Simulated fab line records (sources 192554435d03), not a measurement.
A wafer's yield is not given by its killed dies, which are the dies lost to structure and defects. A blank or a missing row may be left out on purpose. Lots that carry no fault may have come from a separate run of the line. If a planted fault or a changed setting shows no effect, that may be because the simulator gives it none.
Chamber matching -- flow n5 finfet -- N5_BEOL_M0_CUTY_DESCUM_61 on rie diel-06: 4 sister chambers
The step chemistry O2, time 7.9 s. 8 wafers are shown with their chamber, then 8 later ones without.

WAFERS WITH THEIR CHAMBER
wafer,chamber,showerhead plenum p Torr (Torr),drypump motor current A (A)
L076.3,0,2.16,5.0
L076.5,0,2.16,5.0
L078.1,1,2.14,5.3
L082.6,3,2.04,4.9
L087.1,3,2.04,4.9
L087.2,2,2.03,5.2
L087.3,1,2.13,5.4
L087.4,2,2.03,5.2

WAFERS WITH NO CHAMBER GIVEN
wafer,showerhead plenum p Torr (Torr),drypump motor current A (A)
L087.5,2.13,5.4
L087.6,2.03,4.9
L088.1,2.03,4.9
L088.2,2.03,5.2
L088.4,2.03,4.9
L092.1,2.15,5.1
L092.2,2.03,4.9
L092.5,2.15,5.0

CHAMBER TAKEN BY EACH
wafer,from the rows above,in truth
L087.5,1,1
L087.6,3,3
L088.1,3,3
L088.2,2,2
L088.4,3,3
L092.1,0,0
L092.2,3,3
L092.5,0,0
8 of 8 placed correctly. Not placeable from these rows: 0. 0 placed wrongly.
How it was worked out, from the rows above alone: a wafer's distance from a chamber is the root of the sum, over the readings, of the square of ((its reading less the chamber's mean) divided by the reading's scatter). The wafer belongs to the nearest chamber; if the next one is less than 2 further off, it can't be placed. Each chamber's mean is taken over the wafers shown for it. The scatter is the square root of a quotient: the sum, over the shown wafers, of each reading's squared deviation from its chamber's mean, divided by wafers minus chambers.
